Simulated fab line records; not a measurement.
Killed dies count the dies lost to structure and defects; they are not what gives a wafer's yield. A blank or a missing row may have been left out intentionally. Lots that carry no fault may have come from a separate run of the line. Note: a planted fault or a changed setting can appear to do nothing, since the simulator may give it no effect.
What tool caused it? | flow nand-harc | 24 lots, 72 wafers sampled, at 6 steps of a route of 1302

== WHAT THE GAUGES SHOWED, per wafer ==
NHARC_A_SLIT_OVL_MEAS_10.
lot  | measured     | on         | overlay-x-nm (nm) | overlay-y-nm (nm)
L074 | day 19 17:58 | overlay-01 | -1.3 -0.6 -0.9    | 0.0 -0.2 0.0
L076 | day 20 10:19 | overlay-02 | -0.8 -0.6 -0.4    | -0.6 0.3 0.3
L075 | day 20 11:12 | overlay-01 | 0.7 0.0 0.8       | 0.0 -0.6 0.0
L077 | day 20 17:47 | overlay-01 | -0.3 -0.9 -0.5    | 0.7 0.5 0.9
L078 | day 21 06:58 | overlay-02 | 0.9 1.3 1.2       | -0.1 -0.1 0.5
L080 | day 22 01:28 | overlay-02 | 1.1 0.8 0.1       | 0.4 0.0 0.1
L079 | day 22 00:59 | overlay-01 | 1.0 0.7 0.8       | -0.1 0.2 0.6
L081 | day 22 15:29 | overlay-01 | 1.5 1.6 1.5       | 0.0 -0.7 -0.9
L082 | day 23 17:20 | overlay-01 | 0.8 0.3 0.4       | 0.3 0.0 0.4
L083 | day 24 06:53 | overlay-01 | 0.7 0.4 1.1       | -0.9 -0.6 -0.3
L086 | day 24 10:17 | overlay-01 | 0.7 0.2 0.4       | 1.2 0.5 0.4
L085 | day 24 07:03 | overlay-02 | -0.6 -0.8 0.0     | 0.1 0.0 0.2
L084 | day 24 16:33 | overlay-01 | 0.0 0.2 -0.1      | 0.6 1.4 1.2
L087 | day 24 23:34 | overlay-01 | -0.5 -0.5 -0.8    | 1.5 2.0 1.8
L088 | day 25 20:43 | overlay-01 | 0.0 -0.3 0.4      | -0.4 0.5 0.1
L091 | day 26 09:34 | overlay-02 | 1.1 2.0 1.0       | -0.9 -1.0 -1.3
L089 | day 27 00:43 | overlay-02 | 1.1 1.3 1.0       | -0.1 -0.7 0.0
L090 | day 27 00:53 | overlay-01 | 0.7 1.1 1.0       | -0.4 -0.3 -0.1
L092 | day 27 04:04 | overlay-02 | -0.8 -0.2 -0.2    | 0.2 -0.6 -0.4
L093 | day 27 16:53 | overlay-02 | -0.3 -0.6 -0.3    | -0.1 0.1 0.0
L094 | day 27 23:05 | overlay-01 | -0.2 -0.4 -0.2    | -0.1 -0.1 -0.7
L096 | day 28 20:44 | overlay-02 | 0.2 0.6 0.6       | 0.2 0.0 0.6
L095 | day 28 20:53 | overlay-01 | -0.4 -0.7 -0.5    | 1.8 1.8 1.1
L097 | day 29 11:08 | overlay-02 | 0.4 0.7 0.9       | 1.5 1.0 0.7

== EACH LOT AND THE TOOL THAT RAN IT (in order: tool; ch and the chambers of the sampled wafers; start) ==
lot  | NHARC_A_STAIRCASE_DEP_301       | NHARC_A_STAIRCASE_DEP_471       | NHARC_A_STAIRCASE_CMP_472     | NHARC_A_SGD_CUT_ETCH_15                       | NHARC_A_SGD_CUT_ETCHBACK_24
L074 | pecvd-01 ch 0,2, day 17 09:00   | pecvd-01 ch 1,2, day 19 04:46   | cmp-04 ch 0,2, day 19 05:02   | rie-diel-13 ch 1,3, day 19 12:33 or earlier   | rie-diel-05 ch 0,2,3, day 19 12:33
L076 | pecvd-01 ch 0,1, day 17 21:29   | pecvd-02 ch 0,2, day 19 20:20   | cmp-02 ch 0,3, day 19 20:34   | rie-diel-09 ch 0,1, day 20 04:07 or earlier   | rie-diel-09 ch 1,2,3, day 20 04:07
L075 | pecvd-01 ch 0,2, day 17 23:19   | pecvd-01 ch 0,2, day 19 20:22   | cmp-01 ch 0,1, day 19 20:40   | rie-diel-05 ch 1,3, day 20 04:17 or earlier   | rie-diel-05 ch 0,3, day 20 04:17
L077 | pecvd-01 ch 0,1,2, day 18 01:14 | pecvd-02 ch 0,2, day 20 01:13   | cmp-02 ch 0,1, day 20 01:30   | rie-diel-13 ch 0,1, day 20 12:43 or earlier   | rie-diel-09 ch 0,3, day 20 12:43
L078 | pecvd-02 ch 0,1,2, day 18 14:41 | pecvd-02 ch 0,2, day 20 17:35   | cmp-04 ch 2,3, day 20 17:52   | rie-diel-13 ch 0,3, day 21 01:48 or earlier   | rie-diel-13 ch 1,2,3, day 21 01:48
L080 | pecvd-02 ch 0,2, day 19 04:53   | pecvd-01 ch 0,1,2, day 21 08:01 | cmp-01 ch 0,2, day 21 08:17   | rie-diel-13 ch 0,1,3, day 21 15:24 or earlier | rie-diel-13 ch 0,1,2, day 21 15:24
L079 | pecvd-03 ch 0,1,2, day 19 06:40 | pecvd-02 ch 0,1,2, day 21 07:18 | cmp-02 ch 0,1,3, day 21 07:32 | rie-diel-09 ch 0,1,2, day 21 15:24 or earlier | rie-diel-05 ch 0,1, day 21 15:24
L081 | pecvd-01 ch 0,1,2, day 20 00:30 | pecvd-02 ch 0,1,2, day 22 01:55 | cmp-02 ch 1,2, day 22 02:09   | rie-diel-13 ch 0,1,3, day 22 10:15 or earlier | rie-diel-05 ch 0,1,3, day 22 10:15
L082 | pecvd-02 ch 0,2, day 20 19:01   | pecvd-02 ch 0,1, day 23 01:28   | cmp-01 ch 0,3, day 23 01:42   | rie-diel-09 ch 0,2,3, day 23 12:10 or earlier | rie-diel-09 ch 1,2,3, day 23 12:10
L083 | pecvd-03 ch 0,1,2, day 21 14:09 | pecvd-03 ch 0,1,2, day 23 17:04 | cmp-01 ch 0,1,3, day 23 17:20 | rie-diel-05 ch 0,1,2, day 24 00:54 or earlier | rie-diel-09 ch 0,2,3, day 24 00:54
L086 | pecvd-02 ch 0,1,2, day 21 16:00 | pecvd-02 ch 0,1,2, day 23 17:49 | cmp-04 ch 1,2, day 23 18:05   | rie-diel-09 ch 0,2,3, day 24 01:04 or earlier | rie-diel-13 ch 0,2, day 24 01:04
L085 | pecvd-02 ch 0,1,2, day 21 21:04 | pecvd-01 ch 0,1, day 23 17:10   | cmp-02 ch 0,1,3, day 23 17:29 | rie-diel-13 ch 0,2,3, day 24 00:55 or earlier | rie-diel-05 ch 1,2,3, day 24 00:55
L084 | pecvd-03 ch 0,1,2, day 22 02:02 | pecvd-01 ch 0,1, day 23 23:07   | cmp-02 ch 0,1, day 23 23:22   | rie-diel-13 ch 0,1,3, day 24 09:45 or earlier | rie-diel-09 ch 0,3, day 24 09:45
L087 | pecvd-01 ch 0,1, day 22 12:08   | pecvd-01 ch 0,1,2, day 24 09:56 | cmp-02 ch 1,3, day 24 10:11   | rie-diel-13 ch 1,3, day 24 18:06 or earlier   | rie-diel-05 ch 0,1, day 24 18:06
L088 | pecvd-03 ch 0,1,2, day 23 04:51 | pecvd-01 ch 0,2, day 25 05:22   | cmp-01 ch 0,1,3, day 25 05:38 | rie-diel-13 ch 0,3, day 25 13:44 or earlier   | rie-diel-13 ch 0,2,3, day 25 13:44
L091 | pecvd-03 ch 0,1, day 23 09:44   | pecvd-01 ch 1,2, day 25 18:43   | cmp-01 ch 0,3, day 25 18:58   | rie-diel-13 ch 2,3, day 26 03:14 or earlier   | rie-diel-13 ch 2,3, day 26 03:14
L089 | pecvd-01 ch 0,2, day 23 22:50   | pecvd-01 ch 0,1, day 26 06:02   | cmp-02 ch 1,2,3, day 26 06:20 | rie-diel-05 ch 0,1, day 26 13:41 or earlier   | rie-diel-13 ch 0,2,3, day 26 13:41
L090 | pecvd-01 ch 0,1, day 24 02:16   | pecvd-03 ch 0,2, day 26 05:47   | cmp-01 ch 2,3, day 26 06:07   | rie-diel-13 ch 0,2,3, day 26 13:40 or earlier | rie-diel-09 ch 0,2,3, day 26 13:40
L092 | pecvd-01 ch 0,2, day 24 02:28   | pecvd-03 ch 0,2, day 26 09:40   | cmp-04 ch 0,1, day 26 09:56   | rie-diel-13 ch 0,3, day 26 17:46 or earlier   | rie-diel-05 ch 0,1,3, day 26 17:46
L093 | pecvd-01 ch 0,1,2, day 24 22:35 | pecvd-02 ch 0,1,2, day 27 02:45 | cmp-01 ch 0,1,2, day 27 03:01 | rie-diel-13 ch 0,1,3, day 27 10:58 or earlier | rie-diel-13 ch 0,2,3, day 27 10:58
L094 | pecvd-02 ch 0,2, day 25 06:22   | pecvd-01 ch 1,2, day 27 10:07   | cmp-04 ch 0,3, day 27 10:22   | rie-diel-13 ch 0,3, day 27 17:48 or earlier   | rie-diel-13 ch 0,2, day 27 17:48
L096 | pecvd-03 ch 0,1, day 25 21:49   | pecvd-03 ch 0,1, day 28 02:26   | cmp-01 ch 1,2,3, day 28 02:46 | rie-diel-13 ch 0,2, day 28 12:38 or earlier   | rie-diel-09 ch 2,3, day 28 12:38
L095 | pecvd-03 ch 0,2, day 25 23:42   | pecvd-03 ch 0,2, day 28 03:42   | cmp-04 ch 0,1,2, day 28 03:57 | rie-diel-13 ch 0,2, day 28 12:40 or earlier   | rie-diel-13 ch 1,2, day 28 12:40
L097 | pecvd-02 ch 0,1, day 26 18:12   | pecvd-01 ch 0,2, day 28 16:58   | cmp-02 ch 0,1,3, day 28 17:14 | rie-diel-05 ch 1,3, day 29 03:40 or earlier   | rie-diel-05 ch 0,1,2, day 29 03:40
- NHARC_A_STAIRCASE_DEP_301: deposits SiON, target thk 30 nm.
- NHARC_A_STAIRCASE_DEP_471: deposits SiO2, target thk 100 nm.
- NHARC_A_STAIRCASE_CMP_472: polishes SiO2.
- NHARC_A_SGD_CUT_ETCH_15: etches the open film in CH3F/O2, target depth 75 nm, time 64.3 s.
- NHARC_A_SGD_CUT_ETCHBACK_24: etches the open film in CH3F/O2, target depth 50 nm, time 92.857 s.

== WHAT THE TOOLS THEMSELVES READ (means of the sampled wafers that have a number; where no wafer has one, the mark that the record gives instead) ==
NHARC_A_STAIRCASE_DEP_301.
lot  | tool     | heater-power-w (W)
L074 | pecvd-01 | 754
L076 | pecvd-01 | 880
L075 | pecvd-01 | 746
L077 | pecvd-01 | 794
L078 | pecvd-02 | 831
L080 | pecvd-02 | 738
L079 | pecvd-03 | 722
L081 | pecvd-01 | 815
L082 | pecvd-02 | 691
L083 | pecvd-03 | 791
L086 | pecvd-02 | 810
L085 | pecvd-02 | 790
L084 | pecvd-03 | 787
L087 | pecvd-01 | 907
L088 | pecvd-03 | 791
L091 | pecvd-03 | 807
L089 | pecvd-01 | 822
L090 | pecvd-01 | 823
L092 | pecvd-01 | 703
L093 | pecvd-01 | 861
L094 | pecvd-02 | 698
L096 | pecvd-03 | 839
L095 | pecvd-03 | 723
L097 | pecvd-02 | 860

NHARC_A_STAIRCASE_DEP_471.
lot  | tool     | heater-power-w (W) | throttle-valve-pct (%)
L074 | pecvd-01 | 684                | 16.6
L076 | pecvd-02 | 479                | 16.1
L075 | pecvd-01 | 578                | 16.7
L077 | pecvd-02 | 517                | 16.2
L078 | pecvd-02 | 559                | 16.2
L080 | pecvd-01 | 649                | 16.9
L079 | pecvd-02 | 645                | 16.4
L081 | pecvd-02 | 600                | 16.4
L082 | pecvd-02 | 749                | 16.6
L083 | pecvd-03 | 593                | 15.9
L086 | pecvd-02 | 675                | 16.5
L085 | pecvd-01 | 682                | 16.3
L084 | pecvd-01 | 638                | 16.5
L087 | pecvd-01 | 599                | 16.6
L088 | pecvd-01 | 518                | 16.2
L091 | pecvd-01 | 677                | 16.6
L089 | pecvd-01 | 672                | 16.6
L090 | pecvd-03 | 622                | 15.2
L092 | pecvd-03 | 629                | 15.2
L093 | pecvd-02 | 652                | 16.1
L094 | pecvd-01 | 672                | 16.7
L096 | pecvd-03 | 682                | 15.3
L095 | pecvd-03 | 466                | 15.6
L097 | pecvd-01 | 623                | 16.4

NHARC_A_STAIRCASE_CMP_472.
lot  | tool   | edge-zone-pressure-frac | motor-current-A (A)
L074 | cmp-04 | 1.001                   | 12.9
L076 | cmp-02 | 1.001                   | 11.7
L075 | cmp-01 | 0.998                   | 11.0
L077 | cmp-02 | 1.000                   | 11.8
L078 | cmp-04 | 0.998                   | 11.7
L080 | cmp-01 | 1.002                   | 11.7
L079 | cmp-02 | 1.004                   | 11.4
L081 | cmp-02 | 1.005                   | 12.1
L082 | cmp-01 | 1.001                   | 11.3
L083 | cmp-01 | 1.001                   | 11.5
L086 | cmp-04 | 1.011                   | 11.8
L085 | cmp-02 | 1.000                   | 11.9
L084 | cmp-02 | 1.003                   | 11.9
L087 | cmp-02 | 1.007                   | 11.6
L088 | cmp-01 | 1.005                   | 11.4
L091 | cmp-01 | 1.001                   | 11.7
L089 | cmp-02 | 1.002                   | 12.1
L090 | cmp-01 | 1.004                   | 12.5
L092 | cmp-04 | 0.999                   | 13.6
L093 | cmp-01 | 1.001                   | 11.5
L094 | cmp-04 | 0.998                   | 12.5
L096 | cmp-01 | 1.000                   | 11.9
L095 | cmp-04 | 0.998                   | 12.2
L097 | cmp-02 | 0.994                   | 11.8

NHARC_A_SGD_CUT_ETCH_15.
lot  | tool        | ch3f-flow-sccm (sccm) | drypump-motor-current-A (A) | oes-product-au (a.u.) | rf-vpp-V (V) | showerhead-plenum-p-Torr (Torr) | throttle-valve-pct (%)
L074 | rie-diel-13 | 50.10                 | 5.9                         | 0.948                 | 263.7        | 2.41                            | 20.669
L076 | rie-diel-09 | 50.08                 | 6.1                         | 0.932                 | 263.0        | 2.46                            | 20.666
L075 | rie-diel-05 | 49.87                 | 5.2                         | 0.956                 | 265.0        | 2.52                            | 20.666
L077 | rie-diel-13 | 49.94                 | 6.1                         | 0.956                 | 263.8        | 2.41                            | 20.664
L078 | rie-diel-13 | 50.05                 | 5.8                         | 0.932                 | 264.6        | 2.49                            | 20.667
L080 | rie-diel-13 | 50.14                 | 5.9                         | 0.960                 | 263.3        | 2.45                            | 20.662
L079 | rie-diel-09 | 50.23                 | 6.0                         | 0.975                 | 265.9        | 2.50                            | 20.662
L081 | rie-diel-13 | 50.01                 | 5.9                         | 0.957                 | 263.0        | 2.45                            | 20.661
L082 | rie-diel-09 | 50.04                 | 6.0                         | 0.921                 | 264.7        | 2.53                            | 20.664
L083 | rie-diel-05 | 50.02                 | 5.6                         | 0.960                 | 265.0        | 2.52                            | 20.657
L086 | rie-diel-09 | 49.81                 | 6.0                         | 0.964                 | 265.2        | 2.53                            | 20.668
L085 | rie-diel-13 | 50.08                 | 6.0                         | 0.956                 | 264.1        | 2.53                            | 20.665
L084 | rie-diel-13 | 49.85                 | 5.9                         | 0.924                 | 265.0        | 2.45                            | 20.659
L087 | rie-diel-13 | 49.88                 | 5.9                         | 0.967                 | 263.4        | 2.41                            | 20.668
L088 | rie-diel-13 | 50.11                 | 5.8                         | 0.953                 | 263.8        | 2.48                            | 20.655
L091 | rie-diel-13 | 49.97                 | 6.0                         | 0.954                 | 264.9        | 2.57                            | 20.656
L089 | rie-diel-05 | 49.85                 | 5.3                         | 0.979                 | 264.4        | 2.48                            | 20.658
L090 | rie-diel-13 | 49.89                 | 6.0                         | 0.958                 | 264.9        | 2.53                            | 20.664
L092 | rie-diel-13 | 49.87                 | 5.8                         | 0.975                 | 263.6        | 2.48                            | 20.666
L093 | rie-diel-13 | 49.97                 | 5.9                         | 0.920                 | 264.2        | 2.45                            | 20.665
L094 | rie-diel-13 | 49.81                 | 6.0                         | 0.975                 | 264.9        | 2.49                            | 20.659
L096 | rie-diel-13 | 50.10                 | 6.2                         | 0.928                 | 265.0        | 2.57                            | 20.665
L095 | rie-diel-13 | 49.85                 | 6.2                         | 0.970                 | 264.7        | 2.53                            | 20.665
L097 | rie-diel-05 | 49.99                 | 5.3                         | 0.929                 | 265.3        | 2.53                            | 20.662

NHARC_A_SGD_CUT_ETCHBACK_24.
lot  | tool        | ch3f-flow-sccm (sccm) | drypump-motor-current-A (A) | oes-product-au (a.u.) | rf-vpp-V (V) | showerhead-plenum-p-Torr (Torr) | throttle-valve-pct (%)
L074 | rie-diel-05 | 49.95                 | 5.5                         | 0.99                  | 244.9        | 2.50                            | 20.659
L076 | rie-diel-09 | 49.89                 | 5.7                         | 0.93                  | 245.5        | 2.54                            | 20.659
L075 | rie-diel-05 | 49.98                 | 5.0                         | 0.93                  | 243.7        | 2.42                            | 20.655
L077 | rie-diel-09 | 49.92                 | 5.8                         | 0.99                  | 244.9        | 2.53                            | 20.657
L078 | rie-diel-13 | 50.01                 | 5.9                         | 0.94                  | 244.2        | 2.49                            | 20.670
L080 | rie-diel-13 | 50.31                 | 6.1                         | 0.93                  | 244.8        | 2.49                            | 20.655
L079 | rie-diel-05 | 49.96                 | 5.1                         | 0.98                  | 244.7        | 2.44                            | 20.663
L081 | rie-diel-05 | 50.05                 | 5.2                         | 0.92                  | 244.8        | 2.48                            | 20.668
L082 | rie-diel-09 | 49.83                 | 5.8                         | 0.93                  | 245.5        | 2.54                            | 20.669
L083 | rie-diel-09 | 50.12                 | 6.0                         | 1.00                  | 246.0        | 2.53                            | 20.662
L086 | rie-diel-13 | 49.94                 | 6.2                         | 0.96                  | 245.5        | 2.53                            | 20.665
L085 | rie-diel-05 | 49.92                 | 5.6                         | 0.99                  | 245.5        | 2.56                            | 20.663
L084 | rie-diel-09 | 50.06                 | 6.0                         | 0.98                  | 244.5        | 2.49                            | 20.662
L087 | rie-diel-05 | 50.10                 | 5.2                         | 0.99                  | 243.8        | 2.44                            | 20.668
L088 | rie-diel-13 | 50.16                 | 6.0                         | 0.93                  | 245.1        | 2.53                            | 20.661
L091 | rie-diel-13 | 50.10                 | 5.8                         | 0.93                  | 245.0        | 2.52                            | 20.660
L089 | rie-diel-13 | 50.03                 | 6.0                         | 1.00                  | 246.3        | 2.53                            | 20.656
L090 | rie-diel-09 | 49.98                 | 6.0                         | 1.01                  | 245.5        | 2.53                            | 20.662
L092 | rie-diel-05 | 50.07                 | 5.2                         | 0.91                  | 243.6        | 2.47                            | 20.666
L093 | rie-diel-13 | 50.06                 | 6.0                         | 0.95                  | 244.9        | 2.53                            | 20.663
L094 | rie-diel-13 | 49.73                 | 6.2                         | 0.93                  | 246.6        | 2.53                            | 20.658
L096 | rie-diel-09 | 50.07                 | 6.0                         | 0.97                  | 246.0        | 2.58                            | 20.651
L095 | rie-diel-13 | 50.21                 | 6.1                         | 0.94                  | 244.4        | 2.45                            | 20.674
L097 | rie-diel-05 | 50.10                 | 5.6                         | 0.93                  | 244.8        | 2.51                            | 20.669

== THE ANSWER, worked out from the rows above alone ==
Rule: what is usual is taken from the lots themselves. The widest of any qualifying gaps counts: lots, ordered by their means at a reading, are off when they make up no more than a third of the lots, leave a main group of 4 or more, and stand apart from it by 3 or more times the standard deviation of that group's means. A main group whose means are all the same, to the digits that the tables above print for the reading, isn't used. Also off: a lot with no number at a reading for which 4 or more lots have one. Any other lot the step has rows for is counted as sound. After the gauges, taken in route order, come the tools' own readings; for these a lot's mean is taken, as printed above. The first step at which some lot is off is used, and at that step the reading that is off furthest; a lot without a number counts as furthest.
Across all readings shown, no lot is off: no conclusion can be drawn from this.

== WHAT WAS PUT IN BY THE SIMULATOR ==
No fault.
